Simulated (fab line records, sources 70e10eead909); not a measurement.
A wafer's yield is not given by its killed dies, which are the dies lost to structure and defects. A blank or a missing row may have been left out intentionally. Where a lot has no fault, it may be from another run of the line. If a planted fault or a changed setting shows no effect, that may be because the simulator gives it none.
Which tool was responsible? ; flow nand_harc ; 18 wafers from 6 lots sampled at 2 of the route's 1159 steps

## WHAT EACH GAUGE READ, for each wafer
NHARC_P_GATE_INSPECT_68.
lot;measured;on;raw_defect_count
L485;day 6 19:52;defect_inspect-02;212 398 211
L488;day 7 17:02;defect_inspect-02;156 119 109
L490;day 8 06:20;defect_inspect-01;272 296 201
L493;day 9 03:55;defect_inspect-01;248 278 198
L498;day 10 05:09;defect_inspect-02;554 609 749
L502;day 11 13:00;defect_inspect-02;220 93 164

## WHAT TOOL EACH LOT RAN ON (gives the tool, then ch and the chambers of the sampled wafers, and finally the start)
lot;NHARC_P_GATE_STRIP_95
L485;plasma_asher-01 ch 0,1, day 6 17:56
L488;plasma_asher-01 ch 0,1, day 7 15:09
L490;plasma_asher-01 ch 0, day 8 04:22
L493;plasma_asher-02 ch 0,1, day 9 02:07
L498;plasma_asher-01 ch 0,1, day 10 03:15
L502;plasma_asher-02 ch 0,1, day 11 11:10
- NHARC_P_GATE_STRIP_95: strips in O2.

## THE ANSWER, worked out from the rows above alone
Rule: the usual values come from the lots themselves. Put in order of their means at a reading, lots are off if they are a third of the lots or fewer, leave a main group of 4 or more, and stand apart from it by a gap of 3 or more times the standard deviation of the main group's means; of several such gaps the widest counts. A main group is skipped when, at the precision printed for the reading in the tables above, its means are all equal. A lot without any number at a reading at which 4 lots or more have one is off too. All remaining lots with rows at the step are treated as sound.
Off: L498 (NHARC_P_GATE_INSPECT_68, raw_defect_count). Mean 212 and standard deviation 57 in the main group.
If a tool, at a process step before that reading, ran all the lots that are off and no sound lot after the first of them, it fits. Gauges at NHARC_P_GATE_INSPECT_68: tried the same way as those tools. One candidate fits, namely plasma_asher-01 at NHARC_P_GATE_STRIP_95. Its last sound lot is L490 (day 8 04:22), its first lot that is off L498 (day 10 03:15): a fault that began between those two fits.

## WHAT HAD BEEN PUT IN BY THE SIMULATOR
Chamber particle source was plasma_asher-01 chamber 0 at NHARC_P_GATE_STRIP_95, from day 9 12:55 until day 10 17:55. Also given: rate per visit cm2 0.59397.
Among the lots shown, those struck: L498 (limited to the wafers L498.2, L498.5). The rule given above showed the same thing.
